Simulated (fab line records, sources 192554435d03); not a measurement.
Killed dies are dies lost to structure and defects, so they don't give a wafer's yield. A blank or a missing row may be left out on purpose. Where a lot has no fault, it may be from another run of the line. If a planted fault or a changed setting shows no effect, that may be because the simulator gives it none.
Which of the tools did it?	flow n5_finfet	36 wafers from 12 lots sampled at 2 of the route's 1938 steps

== WHAT THE GAUGES READ, wafer by wafer ==
N5_BEOL_M12_RS_MEAS_54: a four-point-probe measurement.
lot	measured	on	M12_RS (ohm/sq)
L075	day 11 17:43	film_metro-01	0.0599 0.0612 0.0622
L076	day 12 13:27	film_metro-02	0.0624 0.0620 0.0613
L079	day 13 00:22	film_metro-02	0.0583 0.0589 0.0595
L077	day 13 01:28	film_metro-01	0.0594 0.0588 0.0592
L083	day 13 14:26	film_metro-01	0.0594 0.0629 0.0608
L085	day 13 21:26	film_metro-02	0.0591 0.0626 0.0593
L087	day 14 06:35	film_metro-02	0.0589 0.0588 0.0615
L089	day 15 08:31	film_metro-02	0.0627 0.0590 0.0587
L093	day 15 18:40	film_metro-02	0.0593 0.0597 0.0607
L092	day 15 21:47	film_metro-01	0.0601 0.0631 0.0608
L095	day 17 00:50	film_metro-01	0.0631 0.0612 0.0622
L096	day 17 07:55	film_metro-02	0.0614 0.0615 0.0592

== TOOL THAT RAN EACH LOT (tool first, then ch and the chambers of the sampled wafers, then the start) ==
lot	N5_BEOL_M12_DEP_53
L075	pecvd-01 ch 0,1,2, day 11 17:39
L076	pecvd-01 ch 0,1, day 12 13:23
L079	pecvd-04 ch 0,1, day 13 00:19
L077	pecvd-01 ch 0,1, day 13 01:24
L083	pecvd-01 ch 0,1,2, day 13 14:22
L085	pecvd-02 ch 1,2, day 13 21:22
L087	pecvd-01 ch 1,2, day 14 06:31
L089	pecvd-01 ch 0,1,2, day 15 08:26
L093	pecvd-02 ch 1,2, day 15 18:36
L092	pecvd-01 ch 0,1, day 15 21:43
L095	pecvd-04 ch 1,2, day 17 00:47
L096	pecvd-02 ch 0,2, day 17 07:50
- N5_BEOL_M12_DEP_53: deposits SiCN from 3MS/NH3, target thk 30 nm, time 10.5 s.

== THE ANSWER, worked out from the rows above alone ==
Rule: the lots themselves supply what counts as usual. The widest of any qualifying gaps counts: lots, ordered by their means at a reading, are off when they make up no more than a third of the lots, leave a main group of 4 or more, and stand apart from it by 3 or more times the standard deviation of that group's means. A main group whose means are all the same, to the digits that the tables above print for the reading, isn't used. Also off: a lot with no number at a reading for which 4 or more lots have one. Where the step has rows for the other lots, those lots are counted as sound.
Across all readings shown, no lot is off: no conclusion can be drawn from this.

== WHAT WAS PUT IN BY THE SIMULATOR ==
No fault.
